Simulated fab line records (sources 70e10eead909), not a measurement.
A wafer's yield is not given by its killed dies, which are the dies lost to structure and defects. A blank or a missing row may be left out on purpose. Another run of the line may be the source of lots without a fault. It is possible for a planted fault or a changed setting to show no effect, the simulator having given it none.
Chamber matching | flow nandHarc | pecvd-01 running NHARC_A_CHANNEL_HOLE_D1_DEP_01: 3 sister chambers
The step deposits SiON, target thk 140 nm. 14 wafers are shown with their chamber, then 7 later ones without.

EACH WAFER AND ITS CHAMBER
wafer  | chamber | heaterPowerW (W) | susceptorTempC (C)
L301.1 | 0       | 646              | 399.61
L301.2 | 1       | 756              | 400.01
L301.6 | 2       | 645              | 399.66
L306.1 | 2       | 660              | 400.07
L306.2 | 1       | 770              | 399.94
L306.5 | 0       | 662              | 399.78
L308.1 | 0       | 621              | 399.91
L308.3 | 2       | 645              | 399.85
L308.6 | 0       | 631              | 400.20
L311.3 | 0       | 711              | 400.02
L311.5 | 0       | 699              | 400.12
L311.6 | 1       | 692              | 400.28
L313.2 | 0       | 603              | 400.46
L313.3 | 1       | 756              | 399.96

SIGNATURES, as means of the wafers listed above
reading        | chamber 0 | chamber 1 | chamber 2 | scatter within a chamber
heaterPowerW   | 653.29    | 743.50    | 650.00    | 34.9
susceptorTempC | 400.0143  | 400.0475  | 399.8600  | 0.24
Rule: distance of a wafer from a chamber = root of the sum over the readings of ((wafer's reading minus chamber's mean) / reading's scatter) squared. If the next closest chamber is less than 2 further off than the closest, the wafer can't be placed; otherwise it belongs to the closest. The scatter is the square root of a quotient: the sum, over the shown wafers, of each reading's squared deviation from its chamber's mean, divided by wafers minus chambers.

WAFERS MISSING THEIR CHAMBER
wafer  | heaterPowerW (W) | susceptorTempC (C)
L313.6 | 763              | 399.96
L321.1 | 644              | 400.30
L321.3 | 676              | 399.84
L321.6 | 664              | 400.23
L324.2 | 588              | 399.91
L324.4 | 587              | 399.95
L324.5 | 798              | 399.91

THE CHAMBER EACH PASSED THROUGH
wafer  | from the rows above          | in truth
L313.6 | 1                            | 1
L321.1 | can't be placed: 0 or 2 or 1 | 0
L321.3 | can't be placed: 2 or 0 or 1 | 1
L321.6 | can't be placed: 0 or 2 or 1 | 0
L324.2 | can't be placed: 2 or 0      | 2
L324.4 | can't be placed: 2 or 0      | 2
L324.5 | 1                            | 1
2 of 7 placed correctly. Not placeable from these rows: 5 (in 5, the candidates include the true chamber). Wrongly placed: 0.
